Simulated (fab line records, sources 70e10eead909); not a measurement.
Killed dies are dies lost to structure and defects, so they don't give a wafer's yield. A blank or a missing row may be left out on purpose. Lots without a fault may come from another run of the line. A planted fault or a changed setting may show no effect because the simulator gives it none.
Which tool did it? | flow nand_harc | 14 lots, 42 wafers sampled, at 6 steps of a route of 1302

WHAT THE GAUGES READ, wafer by wafer
NHARC_P_CONTACT_CD_MEAS_19.
lot  | measured     | on        | cd_nm (nm)
L160 | day 6 03:25  | cd_sem-01 | 95.4 91.7 93.0
L159 | day 6 04:11  | cd_sem-02 | 92.3 90.2 91.8
L161 | day 6 17:52  | cd_sem-03 | 90.9 90.1 86.2
L162 | day 7 07:28  | cd_sem-01 | 94.3 90.7 88.0
L163 | day 7 16:53  | cd_sem-03 | 92.7 91.8 94.6
L164 | day 8 03:02  | cd_sem-03 | 92.7 91.1 95.1
L167 | day 9 10:04  | cd_sem-01 | 94.1 87.9 94.1
L168 | day 9 15:15  | cd_sem-01 | 87.3 90.9 89.2
L169 | day 10 00:26 | cd_sem-01 | 90.2 89.0 92.5
L171 | day 11 00:36 | cd_sem-01 | 88.1 90.1 90.5
L178 | day 13 22:43 | cd_sem-01 | 91.9 90.5 89.4
L180 | day 14 13:55 | cd_sem-01 | 88.2 89.6 91.5
L179 | day 14 14:20 | cd_sem-02 | 88.4 90.2 94.0
L181 | day 14 22:55 | cd_sem-03 | 88.1 89.4 88.5

NHARC_END_SORT_01.
lot  | measured     | on        | defect_limited_yield (%) | killed_at_array | killed_at_other | killed_at_periphery | killed_dies | killed_open | killed_short
L171 | day 29 05:23 | prober-01 | 97 97 96                 | 16 19 27        | 0 0 0           | 1 2 3               | 17 21 30    | 1 3 5       | 2 2 1
L179 | day 33 04:06 | prober-01 | 0 88 0                   | 88 78 66        | 2 0 0           | 585 0 611           | 675 78 677  | 6 1 7       | 6 5 3

WHICH TOOL RAN EACH LOT (tool, then ch and the chambers of the sampled wafers, then the start)
lot  | NHARC_P_M0_ETCH_15                            | NHARC_P_M0_PVD_20                       | NHARC_P_M0_ECD_22              | NHARC_P_M0_CMP_23
L160 | rie_diel-10 ch 0,1,2, day 6 08:08 or earlier  | pvd_sputter-03, day 6 08:08 or earlier  | ecd_cu-02 ch 0,1, day 6 08:08  | cmp-03 ch 1,3, day 6 08:47
L159 | rie_diel-01 ch 1,2, day 6 08:50 or earlier    | pvd_sputter-02, day 6 08:50 or earlier  | ecd_cu-01 ch 0,1, day 6 08:50  | cmp-04 ch 1,3, day 6 09:28
L161 | rie_diel-05 ch 0,1,3, day 6 22:38 or earlier  | pvd_sputter-02, day 6 22:38 or earlier  | ecd_cu-02 ch 0,1, day 6 22:38  | cmp-02 ch 2,3, day 6 23:22
L162 | rie_diel-05 ch 0,1,2, day 7 12:05 or earlier  | pvd_sputter-01, day 7 12:05 or earlier  | ecd_cu-02 ch 0,1, day 7 12:05  | cmp-03 ch 0,1,2, day 7 12:50
L163 | rie_diel-10 ch 2,3, day 7 21:20 or earlier    | pvd_sputter-02, day 7 21:20 or earlier  | ecd_cu-02 ch 0,1, day 7 21:20  | cmp-03 ch 0,2,3, day 7 22:07
L164 | rie_diel-05 ch 0,1,3, day 8 07:47 or earlier  | pvd_sputter-01, day 8 07:47 or earlier  | ecd_cu-01 ch 0,1, day 8 07:47  | cmp-04 ch 0,1,2, day 8 08:36
L167 | rie_diel-10 ch 0,1,2, day 9 15:22 or earlier  | pvd_sputter-01, day 9 15:22 or earlier  | ecd_cu-01 ch 0,1, day 9 15:22  | cmp-03 ch 0,2,3, day 9 16:05
L168 | rie_diel-10 ch 0,3, day 9 20:04 or earlier    | pvd_sputter-03, day 9 20:04 or earlier  | ecd_cu-02 ch 0,1, day 9 20:04  | cmp-03 ch 2,3, day 9 20:41
L169 | rie_diel-10 ch 0,3, day 10 05:16 or earlier   | pvd_sputter-02, day 10 05:16 or earlier | ecd_cu-02 ch 0,1, day 10 05:16 | cmp-03 ch 0,1, day 10 05:56
L171 | rie_diel-05 ch 0,2,3, day 11 06:31 or earlier | pvd_sputter-03, day 11 06:31 or earlier | ecd_cu-01 ch 0,1, day 11 06:31 | cmp-04 ch 1,2,3, day 11 07:16
L178 | rie_diel-10 ch 0,1,2, day 14 03:14 or earlier | pvd_sputter-01, day 14 03:14 or earlier | ecd_cu-01 ch 0,1, day 14 03:14 | cmp-02 ch 2,3, day 14 03:58
L180 | rie_diel-05 ch 0,2,3, day 14 18:31 or earlier | pvd_sputter-01, day 14 18:31 or earlier | ecd_cu-02 ch 0,1, day 14 18:31 | cmp-03 ch 0,2,3, day 14 19:20
L179 | rie_diel-05 ch 0,1,2, day 14 18:47 or earlier | pvd_sputter-03, day 14 18:47 or earlier | ecd_cu-01 ch 0,1, day 14 18:47 | cmp-04 ch 1,2,3, day 14 19:34
L181 | rie_diel-05 ch 0,2, day 15 04:22 or earlier   | pvd_sputter-02, day 15 04:22 or earlier | ecd_cu-02 ch 0,1, day 15 04:22 | cmp-02 ch 1,3, day 15 05:07
- NHARC_P_M0_ETCH_15: etches the open film in C4F8/Ar, target depth 150 nm, overetch 15 nm, time 82.5 s.
- NHARC_P_M0_PVD_20: deposits TaN, target thk 5 nm, time 8.06 s.
- NHARC_P_M0_ECD_22: material Cu, target thk 400 nm.
- NHARC_P_M0_CMP_23: polishes, t overpolish 20 s, target thk 117.54 nm.

WHAT THE TOOLS THEMSELVES READ (means of the sampled wafers that have a number; where no wafer has one, the mark that the record gives instead)
NHARC_P_M0_ETCH_15.
lot  | tool        | oes_product_au (a.u.) | rf_vpp_V (V)
L160 | rie_diel-10 | 0.944                 | 438.2
L159 | rie_diel-01 | 0.956                 | 439.3
L161 | rie_diel-05 | 0.962                 | 443.4
L162 | rie_diel-05 | 0.977                 | 441.1
L163 | rie_diel-10 | 0.983                 | 441.5
L164 | rie_diel-05 | 0.965                 | 442.4
L167 | rie_diel-10 | 0.951                 | 437.8
L168 | rie_diel-10 | 0.928                 | 440.6
L169 | rie_diel-10 | 0.933                 | 439.5
L171 | rie_diel-05 | 0.956                 | 441.9
L178 | rie_diel-10 | 0.993                 | 441.9
L180 | rie_diel-05 | 0.983                 | 442.3
L179 | rie_diel-05 | 0.978                 | 441.4
L181 | rie_diel-05 | 0.964                 | 440.5

NHARC_P_M0_PVD_20.
lot  | tool           | chamber_pressure_pa (Pa) | throttle_valve_pct (%)
L160 | pvd_sputter-03 | 0.12                     | 29.6
L159 | pvd_sputter-02 | 0.12                     | 30.0
L161 | pvd_sputter-02 | 0.12                     | 29.1
L162 | pvd_sputter-01 | 0.12                     | 28.8
L163 | pvd_sputter-02 | 0.12                     | 30.3
L164 | pvd_sputter-01 | 0.12                     | 28.6
L167 | pvd_sputter-01 | 0.12                     | 28.6
L168 | pvd_sputter-03 | 0.12                     | 29.9
L169 | pvd_sputter-02 | 0.12                     | 28.7
L171 | pvd_sputter-03 | 0.12                     | 29.5
L178 | pvd_sputter-01 | 0.12                     | 28.5
L180 | pvd_sputter-01 | 0.12                     | 29.0
L179 | pvd_sputter-03 | 0.12                     | 30.0
L181 | pvd_sputter-02 | 0.12                     | 30.2

NHARC_P_M0_CMP_23.
lot  | tool   | motor_current_A (A) | time_to_endpoint_s (s)
L160 | cmp-03 | 12.4                | 28
L159 | cmp-04 | 11.9                | 29
L161 | cmp-02 | 11.3                | 29
L162 | cmp-03 | 10.8                | 28
L163 | cmp-03 | 12.0                | 26
L164 | cmp-04 | 12.5                | 31
L167 | cmp-03 | 11.9                | 29
L168 | cmp-03 | 11.7                | 28
L169 | cmp-03 | 11.5                | 29
L171 | cmp-04 | 12.5                | 28
L178 | cmp-02 | 11.3                | 14
L180 | cmp-03 | 11.9                | 27
L179 | cmp-04 | 12.9                | 16
L181 | cmp-02 | 12.3                | 26

THE ANSWER, worked out from the rows above alone
Rule: what is usual is taken from the lots themselves. Put in order of their means at a reading, lots are off if they are a third of the lots or fewer, leave a main group of 4 or more, and stand apart from it by a gap of 3 or more times the standard deviation of the main group's means; of several such gaps the widest counts. A main group whose means are all the same, to the digits that the tables above print for the reading, isn't used. A lot without any number at a reading at which 4 lots or more have one is off too. The other lots that the step has rows for count as sound. The gauges are gone through in route order, then the tools' own readings, and for those a lot's mean is taken as printed above. The first step at which some lot is off is used, and at that step the reading that is off furthest; a lot without a number counts as furthest.
Off: L178, L179, at NHARC_P_M0_CMP_23 (time_to_endpoint_s). The main group: mean 28 s, standard deviation 1.3.
A tool fits if, at that step or a process step before it, it ran every lot that is off, and no sound lot after the first of them. NHARC_P_M0_ETCH_15 gives no start for some lots, so the hours and the order of its lots are those of NHARC_P_M0_ECD_22. NHARC_P_M0_PVD_20 gives no start for some lots, so the hours and the order of its lots are those of NHARC_P_M0_ECD_22. One fits: ecd_cu-01 at NHARC_P_M0_ECD_22. Its last sound lot is L171 (day 11 06:31), its first lot that is off L178 (day 14 03:14): a fault that began between those two fits.

WHAT THE SIMULATOR HAD PUT IN
Process parameter drift: ecd_cu-01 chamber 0, from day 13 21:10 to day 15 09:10, at NHARC_P_M0_ECD_22. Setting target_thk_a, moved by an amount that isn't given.
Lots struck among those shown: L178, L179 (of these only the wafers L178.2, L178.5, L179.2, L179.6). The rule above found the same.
